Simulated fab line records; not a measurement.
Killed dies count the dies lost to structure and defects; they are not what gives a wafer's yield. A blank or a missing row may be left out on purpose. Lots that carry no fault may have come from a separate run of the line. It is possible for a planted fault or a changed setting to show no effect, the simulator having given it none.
One fault seen from 2 desks	flow n5Finfet	each desk has only its own numbers; what lay behind them comes last

## THE TOOL OWNER'S DESK: pecvd-02
The tool's own readings at N5_BEOL_M0_SAQP_PECVD_96 (deposits a-Si from SiH4/He, target thk 45 nm, time 45.2 s): means of the sampled wafers that have a number, for each lot that ran on this tool. Any lot whose mean is over 4 standard deviations away from the usual mean is out of limits and marked OUT; that distance is given in the brackets.
Columns: A = heaterPowerW at N5_BEOL_M0_SAQP_PECVD_96, usual 622 W; B = runLengthS at N5_BEOL_M0_SAQP_PECVD_96, usual 81.6 s; C = showerheadPlenumPTorr at N5_BEOL_M0_SAQP_PECVD_96, usual 5.65 Torr; D = throttleValvePct at N5_BEOL_M0_SAQP_PECVD_96, usual 17.9 %
lot	first seen here	A	B	C	D
L945	day 6 04:55	580	81.5	5.64	17.6
L955	day 8 15:08	647	81.1	5.65	17.5
L956	day 9 02:37	668	80.9	5.68	17.5
This desk's finding: nothing out of limits on any of the 3 lots.

## AT THE METROLOGY DESK
What the gauges read, lot by lot, whatever tool the lot ran on: means of the sampled wafers that have a number. Any lot whose mean is over 4 standard deviations away from the usual mean is out of limits and marked OUT; that distance is given in the brackets. 7 of its 10 readings are shown, namely those furthest out on some lot.
Columns: A = DIBL_N at N5_BEOL_M4_RC_MEAS_101, usual 36.1 mV/V; B = IOFF_P at N5_BEOL_M4_RC_MEAS_101, usual 0.20 nA/um; C = ION_N at N5_BEOL_M4_RC_MEAS_101, usual 676 uA/um; D = ION_P at N5_BEOL_M4_RC_MEAS_101, usual 462 uA/um; E = SS_P at N5_BEOL_M4_RC_MEAS_101, usual 73.2 mV/dec; F = VT_N at N5_BEOL_M4_RC_MEAS_101, usual 251 mV; G = VT_P at N5_BEOL_M4_RC_MEAS_101, usual -252 mV
lot	first seen here	A	B	C	D	E	F	G
L945	day 9 11:20	36.8	0.21	683	464	73.5	247	-251
L955	day 12 11:56	33.8	0.16	673	454	72.1	249	-256
L956	day 13 06:39	36.6	0.22	689	473	72.8	246	-247
L965	day 14 08:19	35.1	0.19	675	464	72.9	249	-250
This desk's finding: nothing out of limits on any of the 4 lots.

## ALL TOGETHER
Nothing out of limits was seen by the tool owner's desk.
At the metrology desk, nothing out of limits was observed.

## WHAT THE SIMULATOR PUT IN
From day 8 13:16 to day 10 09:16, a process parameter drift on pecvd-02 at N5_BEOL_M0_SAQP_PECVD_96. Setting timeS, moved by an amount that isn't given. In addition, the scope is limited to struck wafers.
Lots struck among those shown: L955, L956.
